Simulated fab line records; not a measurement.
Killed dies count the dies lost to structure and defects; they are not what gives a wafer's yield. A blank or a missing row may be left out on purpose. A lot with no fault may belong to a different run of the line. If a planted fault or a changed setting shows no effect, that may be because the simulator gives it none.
Which tool did it? | flow n5 finfet | route of 1938 steps, sampled at 1 step: 12 lots, 36 wafers

== WHAT THE GAUGES READ, wafer by wafer ==
N5_BEOL_M5_CD_MEAS_28: target cd 30.6 nm, target cd y 20 nm.
lot  | measured     | on        | cd nm (nm)
L075 | day 8 18:27  | cd sem-01 | 31.09 30.95 30.49
L076 | day 9 01:55  | cd sem-01 | 31.12 31.03 30.68
L079 | day 9 10:14  | cd sem-03 | 30.26 30.46 30.62
L080 | day 10 02:55 | cd sem-03 | 30.69 30.88 30.35
L083 | day 10 08:29 | cd sem-01 | 31.02 31.02 30.22
L084 | day 11 01:07 | cd sem-01 | 30.69 30.32 30.56
L086 | day 11 06:48 | cd sem-02 | 30.90 30.22 30.40
L089 | day 12 05:03 | cd sem-01 | 30.60 30.49 30.38
L092 | day 12 16:05 | cd sem-02 | 30.83 30.28 30.72
L093 | day 12 16:19 | cd sem-01 | 30.93 30.98 30.77
L095 | day 13 15:31 | cd sem-03 | 30.74 30.82 30.73
L096 | day 13 18:34 | cd sem-02 | 30.51 30.87 30.68

== WHAT TOOL EACH LOT RAN ON (gives the tool, then ch and the chambers of the sampled wafers, and finally the start) ==
The record holds no process step before these readings.

== THE ANSWER, worked out from the rows above alone ==
Rule: the usual values come from the lots themselves. The widest of any qualifying gaps counts: lots, ordered by their means at a reading, are off when they make up no more than a third of the lots, leave a main group of 4 or more, and stand apart from it by 3 or more times the standard deviation of that group's means. A main group is skipped when, at the precision printed for the reading in the tables above, its means are all equal. A lot without any number at a reading at which 4 lots or more have one is off too. Any other lot the step has rows for is counted as sound.
Across all readings shown, no lot is off: no conclusion can be drawn from this.

== WHAT THE SIMULATOR HAD PUT IN ==
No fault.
